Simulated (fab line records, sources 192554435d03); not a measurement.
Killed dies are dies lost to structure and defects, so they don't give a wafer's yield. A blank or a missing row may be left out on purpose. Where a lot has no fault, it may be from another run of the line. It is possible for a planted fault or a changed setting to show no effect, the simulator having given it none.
fab line records | flow n5Finfet | part 2 of 2: steps 27 to 31 of 31
[record] lots = 5 | wafers = 15 | lastDay = 19
route steps=1938 shown BEOL_M5@1182 BEOL_M6@1194
lots untouched by any fault: they come from a run of this same line in which no faults occurred
startH: the number of hours between the record's first day and the start of the first shown wafer of the lot | waitH: time in hours since the lot's previous step | " identical to the entry in the row above | L1.1+2: a single row standing in for several wafers | - no value, or no start was given | * or withheld: withheld | < > ~ a bound
route shown NAME@n: NAME is a module with steps in the file, n the number in the route of the first one | usual: mean/standard deviation of fault-free wafers | same: alike in all rows | chamber/n: place in a boat | sites: readings site by site | _std_site: the standard deviation of these | _edge_site: outer sites' mean less inner sites' | radiusMm: for every site, how far away it sits from the centre of the wafer | mask NAME#n: copy n | behind: tool/chamber where the wafer was last shaped | hold: the reason the lot was held/the length of the hold in hours/how it ended | device: whichever transistor did not switch (one of n, p or np) | end of line: the tests these same wafers got at the end of their route | a step given without rows: its recipe and nothing more | killed: at the first sort, the dies lost to defects and structure; wafer yield is something else | map: a wafer's dies, marking killed ones x, the rest . and places with no die _
set.NAME: the run value of the setting; set.NAME@STEP: its run value at that earlier step | model.NAME: the simulator's own value behind a step, which no gauge read
certain route steps with their lots: each step a table, each wafer a row
services: the hour from which a tool's chamber was out of use, counted from the record's first day as startH (under 0 if before that day), plus the number of hours and why
[[steps]]
[step N5_BEOL_M6_OVL_MEAS_12]
[recipe] pointsPerWafer = 44
[usual] M6_OVL = 0.2/0.73
lot.wafer | tool       | chamber | startH | waitH | M6_OVL[nm]
L075.1    | overlay-02 | 0       | 181.48 | 0.0   | -1.6
L075.3    | "          | 0       | "      | "     | -2.2
L075.4    | "          | 0       | "      | "     | 0.2
L074.1    | overlay-01 | 0       | 185.17 | 0.0   | -0.2
L074.3    | "          | 0       | "      | "     | -0.4
L074.5    | "          | 0       | "      | "     | 0.4
L083.1    | overlay-01 | 0       | 231.74 | 0.0   | -0.1
L083.2    | "          | 0       | "      | "     | -0.1
L083.6    | "          | 0       | "      | "     | -0.7
L085.2    | overlay-02 | 0       | 237.88 | 0.0   | 1.6
L085.4    | "          | 0       | "      | "     | 1.3
L085.5    | "          | 0       | "      | "     | 1.3
L097.1    | overlay-02 | 0       | 346.92 | 0.0   | -0.4
L097.2    | "          | 0       | "      | "     | 0.0
L097.3    | "          | 0       | "      | "     | -0.7
[step N5_BEOL_M6_INSPECT_13]
[recipe] mode = adi | inspectInstrument = brightfield
[usual] rawDefectCount = 403/97
lot.wafer | tool             | chamber | startH | waitH | rawDefectCount
L075.1    | defectInspect-02 | -       | 181.50 | 0.0   | 374
L075.3    | "                | -       | "      | "     | 525
L075.4    | "                | -       | "      | "     | 349
L074.1    | defectInspect-02 | -       | 185.20 | 0.0   | 422
L074.3    | "                | -       | "      | "     | 455
L074.5    | "                | -       | "      | "     | 360
L083.1    | defectInspect-01 | -       | 231.77 | 0.0   | 494
L083.2    | "                | -       | "      | "     | 650
L083.6    | "                | -       | "      | "     | 435
L085.2    | defectInspect-01 | -       | 237.90 | 0.0   | 323
L085.4    | "                | -       | "      | "     | 313
L085.5    | "                | -       | "      | "     | 432
L097.1    | defectInspect-01 | -       | 346.95 | 0.0   | 421
L097.2    | "                | -       | "      | "     | 256
L097.3    | "                | -       | "      | "     | 344
[step N5_BEOL_M6_DESCUM_16]
[recipe] chemistry = O2 | timeS = 7.9 | sourcePowerW = 50 | biasPowerW = 20 | pressureMtorr = 20 | rfFrequencyHz = 2.712e+07 | tempC = 40 | resist = CAR-ArF | o2FlowSccm = 225
[usual] chamberPressureMTorr = 20.002/0.018 | drypumpMotorCurrentA = 5.6/0.5 | o2FlowSccm = 225.1/0.62 | oesProductAu = 0.82/0.089 | rfVppV = 243.2/1.2 | showerheadPlenumPTorr = 2.09/0.056 | throttleValvePct = 20.37/0.25
lot.wafer | tool       | chamber | startH | waitH | chamberPressureMTorr | drypumpMotorCurrentA | o2FlowSccm | oesProductAu | rfHoursCounterH | rfVppV | showerheadPlenumPTorr | throttleValvePct
L075.1    | rieDiel-05 | 0       | 181.54 | 0.0   | 20.037               | 5.7                  | 226.0      | 0.71         | 228             | 242.7  | 2.07                  | 20.52
L075.3    | "          | 3       | "      | "     | 20.011               | 6.6                  | 225.3      | 0.92         | 13              | 242.5  | 2.06                  | 20.04
L075.4    | "          | 1       | "      | "     | 19.993               | 5.8                  | 225.1      | 0.68         | 215             | 241.6  | 2.00                  | 20.75
L074.1    | rieDiel-05 | 2       | 185.23 | 0.0   | 20.000               | 6.1                  | 225.4      | 0.97         | 7               | 243.8  | 2.14                  | 20.09
L074.3    | "          | 0       | "      | "     | 19.989               | 5.6                  | 224.8      | 0.70         | 230             | 242.3  | 2.07                  | 20.53
L074.5    | "          | 1       | "      | "     | 20.017               | 5.8                  | 225.4      | 0.69         | -               | 242.4  | 2.00                  | 20.74
L083.1    | rieDiel-05 | 0       | 232.32 | 0.6   | 20.028               | 5.7                  | 225.2      | 0.69         | 246             | 242.0  | 2.06                  | 20.54
L083.2    | "          | 1       | "      | "     | 19.995               | 5.8                  | 224.7      | 0.68         | 231             | 242.2  | 1.99                  | 20.78
L083.6    | "          | 0       | "      | "     | 20.017               | 5.7                  | 224.8      | 0.70         | -               | 241.6  | 2.07                  | 20.54
L085.2    | rieDiel-06 | 1       | 238.08 | 0.2   | 19.996               | 5.3                  | 224.7      | 0.70         | 230             | 242.7  | 1.96                  | 20.40
L085.4    | "          | 1       | "      | "     | 19.986               | 5.3                  | 225.2      | 0.70         | -               | 241.6  | 1.96                  | 20.39
L085.5    | "          | 2       | "      | "     | 20.008               | 4.6                  | 224.8      | 0.80         | -               | 243.1  | 2.12                  | 20.73
L097.1    | rieDiel-06 | 3       | 347.06 | 0.1   | 19.990               | 5.6                  | 224.6      | 0.89         | 32              | 242.9  | 2.05                  | 20.27
L097.2    | "          | 2       | "      | "     | 20.021               | 4.6                  | 224.9      | 0.77         | 147             | 243.3  | 2.11                  | 20.80
L097.3    | "          | 0       | "      | "     | 19.984               | 5.5                  | 225.5      | 0.78         | 123             | 245.2  | 2.11                  | 20.20
[step N5_BEOL_M6_ETCH_61]
[recipe] chemistry = CF4 | target = SiARC | targetDepthA = 455 | maskMaterial = CAR-ArF | timeS = 75.8 | ionEnergyEv = 80 | pressureMtorr = 40 | sourceW = 545 | biasW = 36 | Ar_flow_sccm = 100 | cf4FlowSccm = 100 | ends = cleared
[usual] chamberPressureMTorr = 40.00/0.045 | drypumpMotorCurrentA = 5.6/0.5 | etchRfOnTimeS = 75.8/2 | oesProductAu = 0.69/0.074 | rfVppV = 184.0/1 | showerheadPlenumPTorr = 2.13/0.057 | throttleValvePct = 15.53/0.28
lot.wafer | tool       | chamber | startH | waitH | chamberPressureMTorr | drypumpMotorCurrentA | etchRfOnTimeS | oesProductAu | rfHoursCounterH | rfVppV | showerheadPlenumPTorr | throttleValvePct
L075.1    | rieDiel-05 | 0       | 181.57 | 0.0   | 40.02                | 5.7                  | 75.9          | 0.61         | 228             | 183.9  | 2.12                  | 15.76
L075.3    | "          | 3       | "      | "     | 39.98                | 6.6                  | 74.7          | 0.78         | 13              | 184.0  | 2.10                  | 15.11
L075.4    | "          | 1       | "      | "     | 39.99                | 5.8                  | 75.3          | 0.59         | 215             | 182.4  | 2.04                  | 15.89
L074.1    | rieDiel-05 | 2       | 185.27 | 0.0   | 40.04                | 6.1                  | 73.5          | 0.83         | 7               | 186.2  | 2.19                  | 15.18
L074.3    | "          | 0       | "      | "     | 40.04                | 5.7                  | 75.6          | 0.61         | 230             | 182.7  | 2.12                  | 15.76
L074.5    | "          | 1       | "      | "     | 40.02                | 5.8                  | 74.9          | 0.60         | -               | 183.7  | 2.04                  | 15.90
L083.1    | rieDiel-05 | 0       | 232.35 | 0.0   | 39.94                | 5.6                  | 76.5          | 0.60         | 246             | 184.6  | 2.11                  | 15.80
L083.2    | "          | 1       | "      | "     | 39.99                | 5.8                  | 75.7          | 0.59         | 231             | 182.7  | 2.03                  | 15.93
L083.6    | "          | 0       | "      | "     | 39.98                | 5.6                  | 75.5          | 0.60         | -               | 183.5  | 2.11                  | 15.81
L085.2    | rieDiel-06 | 1       | 238.12 | 0.0   | 39.99                | 5.3                  | 76.0          | 0.60         | 230             | 183.1  | 2.03                  | 15.70
L085.4    | "          | 1       | "      | "     | 39.93                | 5.3                  | 75.1          | 0.60         | -               | 182.0  | 2.03                  | 15.71
L085.5    | "          | 2       | "      | "     | 39.99                | 4.6                  | 74.8          | 0.68         | -               | 185.1  | 2.15                  | 15.78
L097.1    | rieDiel-06 | 3       | 347.09 | 0.0   | 40.02                | 5.6                  | 76.1          | 0.75         | 32              | 183.9  | 2.09                  | 15.36
L097.2    | "          | 2       | "      | "     | 40.04                | 4.6                  | 75.9          | 0.65         | 147             | 183.3  | 2.14                  | 15.86
L097.3    | "          | 0       | "      | "     | 40.01                | 5.4                  | 78.9          | 0.65         | 123             | 184.1  | 2.17                  | 15.45
[step N5_BEOL_M6_ETCH_62]
[recipe] chemistry = N2/H2 | target = SOC | targetDepthA = 1100 | overetchA = 220 | maskMaterial = SiARC | tempC = 40 | timeS = 165 | ionEnergyEv = 200 | pressureMtorr = 30 | sourceW = 840 | biasW = 150 | n2FlowSccm = 200 | h2FlowSccm = 200
[usual] chamberPressureMTorr = 30.000/0.029 | drypumpMotorCurrentA = 5.6/0.5 | oesProductAu = 0.69/0.069 | rfVppV = 523.6/2.1 | showerheadPlenumPTorr = 2.54/0.07 | throttleValvePct = 17.8/0.31
lot.wafer | tool       | chamber | startH | waitH | chamberPressureMTorr | drypumpMotorCurrentA | oesProductAu | rfHoursCounterH | rfVppV | showerheadPlenumPTorr | throttleValvePct
L075.1    | rieDiel-05 | 0       | 181.63 | 0.0   | 29.954               | 5.7                  | 0.60         | 228             | 520.3  | 2.53                  | 18.1
L075.3    | "          | 3       | "      | "     | 29.974               | 6.6                  | 0.77         | 13              | 523.6  | 2.50                  | 17.4
L075.4    | "          | 1       | "      | "     | 30.065               | 5.8                  | 0.59         | 215             | 519.5  | 2.41                  | 18.0
L074.1    | rieDiel-05 | 2       | 185.32 | 0.0   | 29.969               | 6.1                  | 0.80         | 7               | 525.6  | 2.59                  | 17.4
L074.3    | "          | 0       | "      | "     | 29.972               | 5.6                  | 0.60         | 230             | 523.2  | 2.53                  | 18.1
L074.5    | "          | 1       | "      | "     | 29.985               | 5.8                  | 0.59         | -               | 520.1  | 2.40                  | 18.1
L083.1    | rieDiel-05 | 0       | 232.41 | 0.0   | 29.989               | 5.7                  | 0.60         | 246             | 521.5  | 2.52                  | 18.1
L083.2    | "          | 1       | "      | "     | 30.022               | 5.8                  | 0.58         | 231             | 519.9  | 2.40                  | 18.1
L083.6    | "          | 0       | "      | "     | 30.024               | 5.7                  | 0.60         | -               | 521.2  | 2.52                  | 18.1
L085.2    | rieDiel-06 | 1       | 238.17 | 0.0   | 30.017               | 5.3                  | 0.59         | 231             | 519.0  | 2.42                  | 18.1
L085.4    | "          | 1       | "      | "     | 29.963               | 5.3                  | 0.59         | -               | 520.3  | 2.42                  | 18.1
L085.5    | "          | 2       | "      | "     | 29.983               | 4.6                  | 0.68         | -               | 523.4  | 2.56                  | 18.1
L097.1    | rieDiel-06 | 3       | 347.15 | 0.0   | 29.975               | 5.6                  | 0.74         | 32              | 522.4  | 2.47                  | 17.5
L097.2    | "          | 2       | "      | "     | 30.047               | 4.6                  | 0.65         | 147             | 521.6  | 2.55                  | 18.1
L097.3    | "          | 0       | "      | "     | 29.948               | 5.5                  | 0.67         | 123             | 524.9  | 2.56                  | 17.7
[[services]]
tool           | chamber | startH | hours | kind
rieDiel-06     | 1       | 168.38 | 3.6   | repair
cvdCo-02       | -       | 173.97 | 5.8   | repair
cmp-04         | -       | 175.51 | 0.9   | repair
arfiScanner-01 | -       | 181.14 | 0.8   | pm
arfiScanner-01 | -       | 187.00 | 1.0   | pm
ecdCu-01       | -       | 192.21 | 4.8   | repair
cvdCo-02       | -       | 222.66 | 6.0   | pm
arfiScanner-01 | -       | 228.79 | 2.0   | repair
cmp-04         | -       | 232.84 | 6.7   | pm
cvdCo-02       | -       | 235.32 | 13.1  | repair
cmp-04         | -       | 242.61 | 2.7   | repair
pecvd-02       | 1       | 244.20 | 30.8  | repair
arfiScanner-01 | -       | 249.40 | 1.3   | pm
uvCure-03      | -       | 251.06 | 6.0   | pm
cvdCo-01       | -       | 254.04 | 0.8   | repair
pecvd-03       | 2       | 275.27 | 8.4   | repair
rieDiel-05     | 3       | 276.08 | 2.3   | repair
pecvd-04       | -       | 289.65 | 1.4   | repair
rieDiel-06     | 3       | 293.23 | 2.9   | repair
rieDiel-06     | 2       | 303.16 | 1.3   | repair
pvdSputter-01  | -       | 303.96 | 11.5  | repair
cvdCo-01       | -       | 311.86 | 0.6   | repair
pecvd-03       | 0       | 315.61 | 23.5  | repair
cvdCo-01       | 1       | 320.34 | 22.7  | repair
